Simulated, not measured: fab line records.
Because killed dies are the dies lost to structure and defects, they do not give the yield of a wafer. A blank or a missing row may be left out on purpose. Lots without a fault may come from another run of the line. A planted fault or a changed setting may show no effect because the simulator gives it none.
Matching of chambers || flow n5-finfet || 3 sister chambers for N5_BEOL_M2_ILD_DEP_00 on pecvd-03
The step deposits SiOC from DEMS/O2, target thk 79 nm, time 15.3 s. 6 wafers are shown with their chamber, then 10 later ones without.

== WAFERS PAIRED WITH THEIR CHAMBERS ==
{"wafer": "L077.5", "chamber": 2, "heater-power-outer-w (W)": 303, "heater-power-w (W)": 480}
{"wafer": "L081.4", "chamber": 2, "heater-power-outer-w (W)": 261, "heater-power-w (W)": 436}
{"wafer": "L086.3", "chamber": 1, "heater-power-outer-w (W)": 283, "heater-power-w (W)": 550}
{"wafer": "L086.6", "chamber": 0, "heater-power-outer-w (W)": 179, "heater-power-w (W)": 384}
{"wafer": "L089.1", "chamber": 0, "heater-power-outer-w (W)": 162, "heater-power-w (W)": 371}
{"wafer": "L089.2", "chamber": 1, "heater-power-outer-w (W)": 217, "heater-power-w (W)": 463}

== WAFERS MISSING THEIR CHAMBER ==
{"wafer": "L089.3", "heater-power-outer-w (W)": 160, "heater-power-w (W)": 357}
{"wafer": "L090.3", "heater-power-outer-w (W)": 194, "heater-power-w (W)": 413}
{"wafer": "L090.4", "heater-power-outer-w (W)": 202, "heater-power-w (W)": 438}
{"wafer": "L090.6", "heater-power-outer-w (W)": 193, "heater-power-w (W)": 407}
{"wafer": "L093.1", "heater-power-outer-w (W)": 226, "heater-power-w (W)": 406}
{"wafer": "L093.5", "heater-power-outer-w (W)": 225, "heater-power-w (W)": 400}
{"wafer": "L093.6", "heater-power-outer-w (W)": 173, "heater-power-w (W)": 377}
{"wafer": "L096.1", "heater-power-outer-w (W)": 275, "heater-power-w (W)": 554}
{"wafer": "L096.3", "heater-power-outer-w (W)": 251, "heater-power-w (W)": 437}
{"wafer": "L096.5", "heater-power-outer-w (W)": 277, "heater-power-w (W)": 561}

== CHAMBER TAKEN BY EACH ==
{"wafer": "L089.3", "from the rows above": 0, "in truth": 0}
{"wafer": "L090.3", "from the rows above": "can't be placed: 0 or 1 or 2", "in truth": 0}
{"wafer": "L090.4", "from the rows above": "can't be placed: 0 or 1 or 2", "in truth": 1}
{"wafer": "L090.6", "from the rows above": "can't be placed: 0 or 2", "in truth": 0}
{"wafer": "L093.1", "from the rows above": "can't be placed: 0 or 2 or 1", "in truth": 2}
{"wafer": "L093.5", "from the rows above": "can't be placed: 0 or 2 or 1", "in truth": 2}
{"wafer": "L093.6", "from the rows above": 0, "in truth": 0}
{"wafer": "L096.1", "from the rows above": "can't be placed: 1 or 2", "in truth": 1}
{"wafer": "L096.3", "from the rows above": "can't be placed: 2 or 1 or 0", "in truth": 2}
{"wafer": "L096.5", "from the rows above": "can't be placed: 1 or 2", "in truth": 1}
Placed correctly: 2 of 10. These rows do not allow placing 8 (true chamber among the candidates in 8). Number placed wrongly: 0.
How it was worked out, from the rows above alone: a wafer's distance from a chamber is the root of the sum, over the readings, of the square of ((its reading less the chamber's mean) divided by the reading's scatter). The wafer belongs to the nearest chamber; if the next one is less than 2 further off, it can't be placed. The mean given for a chamber averages the wafers shown for that chamber. How the scatter is found: for the shown wafers, subtract from each reading the mean of its chamber, square and add these, divide the total by (wafers less chambers), then take the root.
